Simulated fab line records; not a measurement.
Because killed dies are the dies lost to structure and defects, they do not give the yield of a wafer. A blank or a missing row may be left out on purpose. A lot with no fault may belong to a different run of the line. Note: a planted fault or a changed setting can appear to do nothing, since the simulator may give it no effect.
Struck lot and sound lot, side by side | flow n5Finfet | 36 out of 1938 route steps
Sound: wafers L358.1, L358.3, L358.6. Struck: wafer L348.3 (L348.4, L348.6, from the same lot, were not struck and are left out); the cause is given at the end.
For every step that has rows: the tool of each side, followed by ch and its chambers, followed by its first start. Under that, the readings that differ: sound wafers | struck wafers | difference of the means | sigmas: that difference in standard deviations of wafers without a fault.
alike: words and numbers the same on both sides, and readings whose means are apart by under 2 such deviations; not compared: readings that were withheld, readings missing a value for some wafer, numbers with overlapping values and no deviation given by the record, and bounds like >300 which may hide the same value.
Wherever a step has rows on one side only, a row that says differs or no value, or a row with sigmas, the two part there. When numbers do not overlap yet have no deviation, they are printed without sigmas and do not part them. A reading missing from all wafers of one side parts the sides only when that side holds two or more wafers.

first, 11 steps without rows for these wafers: N5_BEOL_M9_DESCUM_33 (chemistry O2, time 7 s); N5_BEOL_M9_ETCH_76 (etches underlayer in N2/H2, target depth 6.5 nm, time 5.2 s); N5_BEOL_M9_ETCH_65 (etches SiARC in CF4, target depth 15.6 nm, time 26 s); N5_BEOL_M9_ETCH_66 (etches SOC in N2/H2, target depth 80 nm, overetch 16 nm, time 120 s); N5_BEOL_M9_STRIP_69 (strips in N2/H2); N5_BEOL_M9_STRIP_77 (strips in N2/H2); N5_BEOL_M9_VIA_ETCH_34 (etches SiCOH lowk in C4F6/O2, target depth 182.4 nm, time 68.4 s); N5_BEOL_M9_STRIP_73 (strips in C4F6/O2); N5_BEOL_M9_STRIP_36 (strips in N2/H2); N5_BEOL_M9_TRENCH_ETCH_37 (etches SiCOH lowk in C4F6/O2, target depth 151.43 nm, time 49 s); N5_BEOL_M9_ETCH_41 (etches SiCN in CH3F/O2, target depth 36.6 nm, time 70.1 s).
N5_BEOL_M9_STRIP_80: strips in N2/H2, time 10 s.
  sound on rieDiel-03 ch 1,2, day 14 04:16; struck on rieDiel-06 ch 3, day 11 00:56
  alike: drypumpMotorCurrentA, oesProductAu, rfVppV, showerheadPlenumPTorr, throttleValvePct
  not compared: rfHoursCounterH
then, 23 steps without rows for these wafers: N5_BEOL_M9_HM_STRIP_39 (strips TiN in peroxide tin strip, target depth 25 nm, time 158 s); N5_BEOL_M9_SRD_40 (time 30 s); N5_BEOL_M9_PRECLEAN_42 (cleans in residue remover, time 60 s); N5_BEOL_M9_SRD_43 (time 30 s); N5_BEOL_M9_CURE_72 (cures SiCOH lowk, time 120 s); N5_BEOL_M9_DEGAS_44 (time 60 s); N5_BEOL_M9_PRE_CLEAN_45 (time 30 s); N5_BEOL_M9_ALD_74 (deposits TaN, target thk 2 nm, pulse time 2 s, purge time 3 s); N5_BEOL_M9_SURFACE_TREAT_79; N5_BEOL_M9_CVD_78 (deposits Co from CCTBA/H2, target thk 2 nm, time 138.9 s); N5_BEOL_M9_SPUTTER_48 (material Cu, target thk 12 nm, time 2 s); N5_BEOL_M9_ECD_50 (material Cu, target thk 318 nm); N5_BEOL_M9_ANNEAL_51 (time 90 s); N5_BEOL_M9_CMP_52 (polishes, stops on SiCOH lowk, t overpolish 7 s, target thk 140 nm); N5_BEOL_M9_PRE_CLEAN_55 (time 15 s); N5_BEOL_M9_DEP_56 (deposits SiCN from 3MS/NH3, target thk 15 nm, time 26.5 s); N5_BEOL_M10_ILD_DEP_00 (deposits SiCOH lowk from DEMS/porogen, target thk 308.51 nm, time 58 s); N5_BEOL_M10_CURE_71 (cures SiCOH lowk, time 240 s); N5_BEOL_M10_PECVD_70 (deposits SiO2 from TEOS/O2, target thk 20 nm, time 22.7 s); N5_BEOL_M10_HM_DEP_02 (deposits TiN, target thk 20 nm); N5_BEOL_M10_COAT_59 (time 60 s, resist thk 100 nm); N5_BEOL_M10_COAT_60 (time 60 s, resist thk 30 nm); N5_BEOL_M10_COAT_05 (resist thk 90 nm).
-- here the record skips 3 days between the struck wafers' starts before and after, leaving off in module BEOL_M10 and picking up in module PASSIVATION (first step shown: number 1936 of the route) --
N5_PASSIVATION_PROBE_49:
  sound: prober-01 at day 16 18:08; struck: prober-02 at day 14 01:35
reading                 | sound          | struck | difference | sigmas
defectLimitedYield (%)  | 90.7 91.7 89.9 | 80.0   | -10.8      | -6
killed_at_M4_up         | 14 8 13        | 135    | +123       | +22
killedDies              | 110 98 119     | 236    | +127       | +6
sort_bin_5_function (%) | 4.4 5.4 5.1    | 11.2   | +6.2       | +6
sort_bin_6_memory (%)   | 4.7 2.2 4.7    | 6.1    | +2.2       | +3
sortNPass               | 1070 1082 1061 | 944    | -127       | -6
sortYieldPct (%)        | 90.7 91.7 89.9 | 80.0   | -10.8      | -6
  alike: killed_at_M0_to_M3, killedAtContacts, killedAtFrontEnd, killedAtOther, killedOpen, killedShort

## WHERE THEY PART
Within this record, at N5_PASSIVATION_PROBE_49 only.

WHY: the cause the simulator had injected
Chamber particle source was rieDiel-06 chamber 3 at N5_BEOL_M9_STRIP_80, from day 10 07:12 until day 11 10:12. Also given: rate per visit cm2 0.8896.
